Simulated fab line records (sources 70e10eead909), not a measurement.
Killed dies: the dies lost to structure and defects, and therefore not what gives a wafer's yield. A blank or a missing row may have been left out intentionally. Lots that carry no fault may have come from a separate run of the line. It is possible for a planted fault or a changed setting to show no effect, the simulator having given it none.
Which tool is to blame? / flow nandHarc / Sampling: 13 lots, 39 wafers, 4 of 1302 route steps

WHAT THE GAUGES SHOWED, per wafer
Not one reading of a measure or inspect step in the record can be checked against a usual standard deviation.

TOOL THAT RAN EACH LOT (tool first, then ch and the chambers of the sampled wafers, then the start)
lot=L870; NHARC_A_CONTACT_ETCH_78=rieDiel-11 ch 1,3, day 22 09:59 or earlier; NHARC_A_CONTACT_ETCH_128=harCapEtch-03 ch 0,1, day 22 09:59; NHARC_A_CONTACT_STRIP_83=wetBench-03 ch 2,3,7, day 22 12:34; NHARC_A_CONTACT_DEP_84=aclDep-03 ch 0, day 22 13:28
lot=L874; NHARC_A_CONTACT_ETCH_78=rieDiel-03 ch 2,3, day 23 03:01 or earlier; NHARC_A_CONTACT_ETCH_128=harCapEtch-03 ch 0,1, day 23 03:01; NHARC_A_CONTACT_STRIP_83=wetBench-04 ch 3,6,7, day 23 05:36; NHARC_A_CONTACT_DEP_84=aclDep-01 ch 0, day 23 05:52
lot=L872; NHARC_A_CONTACT_ETCH_78=rieDiel-11 ch 0,1,2, day 23 04:02 or earlier; NHARC_A_CONTACT_ETCH_128=harCapEtch-02 ch 0,1, day 23 04:02; NHARC_A_CONTACT_STRIP_83=wetBench-03 ch 3,5,7, day 23 06:44; NHARC_A_CONTACT_DEP_84=aclDep-01 ch 0, day 23 07:53
lot=L873; NHARC_A_CONTACT_ETCH_78=rieDiel-11 ch 0,1,3, day 23 13:53 or earlier; NHARC_A_CONTACT_ETCH_128=harCapEtch-02 ch 0,1, day 23 13:53; NHARC_A_CONTACT_STRIP_83=wetBench-05 ch 0,2,6, day 23 16:35; NHARC_A_CONTACT_DEP_84=aclDep-01 ch 0, day 23 16:50
lot=L878; NHARC_A_CONTACT_ETCH_78=rieDiel-10 ch 2,3, day 25 19:48 or earlier; NHARC_A_CONTACT_ETCH_128=harCapEtch-02 ch 0,1, day 25 19:48; NHARC_A_CONTACT_STRIP_83=wetBench-04 ch 0,2,3, day 25 22:22; NHARC_A_CONTACT_DEP_84=aclDep-02 ch 0, day 25 22:54
lot=L879; NHARC_A_CONTACT_ETCH_78=rieDiel-11 ch 0,1,3, day 26 02:23 or earlier; NHARC_A_CONTACT_ETCH_128=harCapEtch-03 ch 0,1, day 26 02:23; NHARC_A_CONTACT_STRIP_83=wetBench-04 ch 1,4,6, day 26 05:02; NHARC_A_CONTACT_DEP_84=aclDep-02 ch 0, day 26 05:18
lot=L880; NHARC_A_CONTACT_ETCH_78=rieDiel-11 ch 0,3, day 26 21:47 or earlier; NHARC_A_CONTACT_ETCH_128=harCapEtch-03 ch 0,1, day 26 21:47; NHARC_A_CONTACT_STRIP_83=wetBench-04 ch 2,3,7, day 27 00:51; NHARC_A_CONTACT_DEP_84=aclDep-02 ch 0, day 27 03:01
lot=L881; NHARC_A_CONTACT_ETCH_78=rieDiel-11 ch 0,2,3, day 27 07:42 or earlier; NHARC_A_CONTACT_ETCH_128=harCapEtch-01 ch 0,1, day 27 07:42; NHARC_A_CONTACT_STRIP_83=wetBench-04 ch 1,4,6, day 27 10:23; NHARC_A_CONTACT_DEP_84=aclDep-03 ch 0, day 27 12:50
lot=L885; NHARC_A_CONTACT_ETCH_78=rieDiel-03 ch 0,2, day 28 04:34 or earlier; NHARC_A_CONTACT_ETCH_128=harCapEtch-02 ch 1, day 28 04:34; NHARC_A_CONTACT_STRIP_83=wetBench-04 ch 4,6,7, day 28 07:08; NHARC_A_CONTACT_DEP_84=aclDep-02 ch 0, day 28 11:43
lot=L886; NHARC_A_CONTACT_ETCH_78=rieDiel-11 ch 1,2, day 29 00:45 or earlier; NHARC_A_CONTACT_ETCH_128=harCapEtch-02 ch 0,1, day 29 00:45; NHARC_A_CONTACT_STRIP_83=wetBench-03 ch 2,5,7, day 29 03:19; NHARC_A_CONTACT_DEP_84=aclDep-03 ch 0, day 29 08:26
lot=L889; NHARC_A_CONTACT_ETCH_78=rieDiel-10 ch 1,2, day 30 09:59 or earlier; NHARC_A_CONTACT_ETCH_128=harCapEtch-03 ch 0,1, day 30 09:59; NHARC_A_CONTACT_STRIP_83=wetBench-05 ch 1,2,5, day 30 12:28; NHARC_A_CONTACT_DEP_84=aclDep-02 ch 0, day 30 15:46
lot=L892; NHARC_A_CONTACT_ETCH_78=rieDiel-10 ch 0,1,2, day 31 07:04 or earlier; NHARC_A_CONTACT_ETCH_128=harCapEtch-03 ch 0,1, day 31 07:04; NHARC_A_CONTACT_STRIP_83=wetBench-05 ch 1,3,5, day 31 09:37; NHARC_A_CONTACT_DEP_84=aclDep-02 ch 0, day 31 09:53
lot=L893; NHARC_A_CONTACT_ETCH_78=rieDiel-11 ch 1,2, day 31 07:46 or earlier; NHARC_A_CONTACT_ETCH_128=harCapEtch-02 ch 0,1, day 31 07:46; NHARC_A_CONTACT_STRIP_83=wetBench-04 ch 3,4,6, day 31 10:19; NHARC_A_CONTACT_DEP_84=aclDep-03 ch 0, day 31 11:08
- NHARC_A_CONTACT_ETCH_78: etches the open film in O2/COS, target depth 5300 nm, time 1378 s.
- NHARC_A_CONTACT_ETCH_128: etches the open film in C4F8/O2/Ar, time 197 s, target depth 1918 nm.
- NHARC_A_CONTACT_STRIP_83: strips in post etch residue remover, time 600 s.
- NHARC_A_CONTACT_DEP_84: deposits aC, target thk 2800 nm.

AS READ BY THE TOOLS THEMSELVES (means over the sampled wafers that have a number; for cases with no such wafer, the mark the record gives instead)
NHARC_A_CONTACT_ETCH_78. Usual: drypumpMotorCurrentA 5.8 A, standard deviation 0.58; oesProductAu 1.001 a.u., standard deviation 0.0096; rfVppV 313.5 V, standard deviation 1.9; showerheadPlenumPTorr 3.08 Torr, standard deviation 0.12; throttleValvePct 28.330 %, standard deviation 0.0085.
lot=L870; tool=rieDiel-11; drypumpMotorCurrentA (A)=5.2; oesProductAu (a.u.)=0.994; rfVppV (V)=314.7; showerheadPlenumPTorr (Torr)=3.19; throttleValvePct (%)=28.339; flag=
lot=L874; tool=rieDiel-03; drypumpMotorCurrentA (A)=5.7; oesProductAu (a.u.)=0.998; rfVppV (V)=315.7; showerheadPlenumPTorr (Torr)=3.23; throttleValvePct (%)=28.327; flag=
lot=L872; tool=rieDiel-11; drypumpMotorCurrentA (A)=6.0; oesProductAu (a.u.)=0.985; rfVppV (V)=313.2; showerheadPlenumPTorr (Torr)=3.02; throttleValvePct (%)=28.327; flag=
lot=L873; tool=rieDiel-11; drypumpMotorCurrentA (A)=5.5; oesProductAu (a.u.)=0.995; rfVppV (V)=314.0; showerheadPlenumPTorr (Torr)=3.13; throttleValvePct (%)=28.324; flag=
lot=L878; tool=rieDiel-10; drypumpMotorCurrentA (A)=5.2; oesProductAu (a.u.)=0.988; rfVppV (V)=314.4; showerheadPlenumPTorr (Torr)=3.15; throttleValvePct (%)=28.327; flag=
lot=L879; tool=rieDiel-11; drypumpMotorCurrentA (A)=5.5; oesProductAu (a.u.)=0.999; rfVppV (V)=314.0; showerheadPlenumPTorr (Torr)=3.12; throttleValvePct (%)=28.327; flag=
lot=L880; tool=rieDiel-11; drypumpMotorCurrentA (A)=5.7; oesProductAu (a.u.)=1.000; rfVppV (V)=314.4; showerheadPlenumPTorr (Torr)=3.12; throttleValvePct (%)=28.334; flag=
lot=L881; tool=rieDiel-11; drypumpMotorCurrentA (A)=6.0; oesProductAu (a.u.)=1.007; rfVppV (V)=313.5; showerheadPlenumPTorr (Torr)=3.07; throttleValvePct (%)=28.326; flag=
lot=L885; tool=rieDiel-03; drypumpMotorCurrentA (A)=5.6; oesProductAu (a.u.)=0.997; rfVppV (V)=313.7; showerheadPlenumPTorr (Torr)=3.12; throttleValvePct (%)=28.327; flag=
lot=L886; tool=rieDiel-11; drypumpMotorCurrentA (A)=6.2; oesProductAu (a.u.)=1.006; rfVppV (V)=311.8; showerheadPlenumPTorr (Torr)=2.97; throttleValvePct (%)=28.331; flag=
lot=L889; tool=rieDiel-10; drypumpMotorCurrentA (A)=6.2; oesProductAu (a.u.)=0.994; rfVppV (V)=315.5; showerheadPlenumPTorr (Torr)=3.20; throttleValvePct (%)=28.328; flag=
lot=L892; tool=rieDiel-10; drypumpMotorCurrentA (A)=6.0; oesProductAu (a.u.)=0.989; rfVppV (V)=315.0; showerheadPlenumPTorr (Torr)=3.14; throttleValvePct (%)=28.337; flag=
lot=L893; tool=rieDiel-11; drypumpMotorCurrentA (A)=6.2; oesProductAu (a.u.)=1.020; rfVppV (V)=311.7; showerheadPlenumPTorr (Torr)=2.96; throttleValvePct (%)=28.322; flag=

NHARC_A_CONTACT_STRIP_83. Usual: bathHeatDutyPct 12.4 %, standard deviation 1.6; runLengthS 603.1 s, standard deviation 1.2.
lot=L870; tool=wetBench-03; bathHeatDutyPct (%)=11.9; runLengthS (s)=602.3; flag=
lot=L874; tool=wetBench-04; bathHeatDutyPct (%)=12.3; runLengthS (s)=602.5; flag=
lot=L872; tool=wetBench-03; bathHeatDutyPct (%)=11.5; runLengthS (s)=603.1; flag=
lot=L873; tool=wetBench-05; bathHeatDutyPct (%)=11.5; runLengthS (s)=603.2; flag=
lot=L878; tool=wetBench-04; bathHeatDutyPct (%)=-; runLengthS (s)=-; flag=OFF
lot=L879; tool=wetBench-04; bathHeatDutyPct (%)=-; runLengthS (s)=-; flag=OFF
lot=L880; tool=wetBench-04; bathHeatDutyPct (%)=-; runLengthS (s)=-; flag=OFF
lot=L881; tool=wetBench-04; bathHeatDutyPct (%)=11.6; runLengthS (s)=603.0; flag=
lot=L885; tool=wetBench-04; bathHeatDutyPct (%)=12.0; runLengthS (s)=603.1; flag=
lot=L886; tool=wetBench-03; bathHeatDutyPct (%)=12.3; runLengthS (s)=602.7; flag=
lot=L889; tool=wetBench-05; bathHeatDutyPct (%)=13.2; runLengthS (s)=603.7; flag=
lot=L892; tool=wetBench-05; bathHeatDutyPct (%)=13.1; runLengthS (s)=604.0; flag=
lot=L893; tool=wetBench-04; bathHeatDutyPct (%)=12.9; runLengthS (s)=603.5; flag=

NHARC_A_CONTACT_DEP_84. Usual: 35.001 % for throttleValvePct, sd 0.0089.
lot=L870; tool=aclDep-03; throttleValvePct (%)=35.002; flag=
lot=L874; tool=aclDep-01; throttleValvePct (%)=34.992; flag=
lot=L872; tool=aclDep-01; throttleValvePct (%)=34.996; flag=
lot=L873; tool=aclDep-01; throttleValvePct (%)=34.993; flag=
lot=L878; tool=aclDep-02; throttleValvePct (%)=34.998; flag=
lot=L879; tool=aclDep-02; throttleValvePct (%)=34.996; flag=
lot=L880; tool=aclDep-02; throttleValvePct (%)=35.001; flag=
lot=L881; tool=aclDep-03; throttleValvePct (%)=34.990; flag=
lot=L885; tool=aclDep-02; throttleValvePct (%)=34.994; flag=
lot=L886; tool=aclDep-03; throttleValvePct (%)=34.999; flag=
lot=L889; tool=aclDep-02; throttleValvePct (%)=35.007; flag=
lot=L892; tool=aclDep-02; throttleValvePct (%)=35.011; flag=
lot=L893; tool=aclDep-03; throttleValvePct (%)=35.001; flag=

THE ANSWER, worked out from the rows above alone
Rule: a lot is off if the mean of its wafers that have a number lies more than 3 standard deviations from the usual mean. A lot without any number at a reading at which 4 lots or more have one is off too. Where the step has rows for the other lots, those lots are counted as sound. Order of review: gauges by route order, followed by the tools' own readings, for which a lot's mean as printed above is used. The first step at which some lot is off is used, and at that step the reading that is off furthest; a lot without a number counts as furthest.
Off: L878, L879, L880, at NHARC_A_CONTACT_STRIP_83 (bathHeatDutyPct). Without a number there: L878, L879, L880.
If a tool, at that step or one of the process steps before it, ran each lot that is off and ran no sound lot following the first of them, it fits. NHARC_A_CONTACT_ETCH_78: start missing for some lots; hours and lot order therefore follow NHARC_A_CONTACT_ETCH_128. Of those tried, none fits.

WHAT HAD BEEN PUT IN BY THE SIMULATOR
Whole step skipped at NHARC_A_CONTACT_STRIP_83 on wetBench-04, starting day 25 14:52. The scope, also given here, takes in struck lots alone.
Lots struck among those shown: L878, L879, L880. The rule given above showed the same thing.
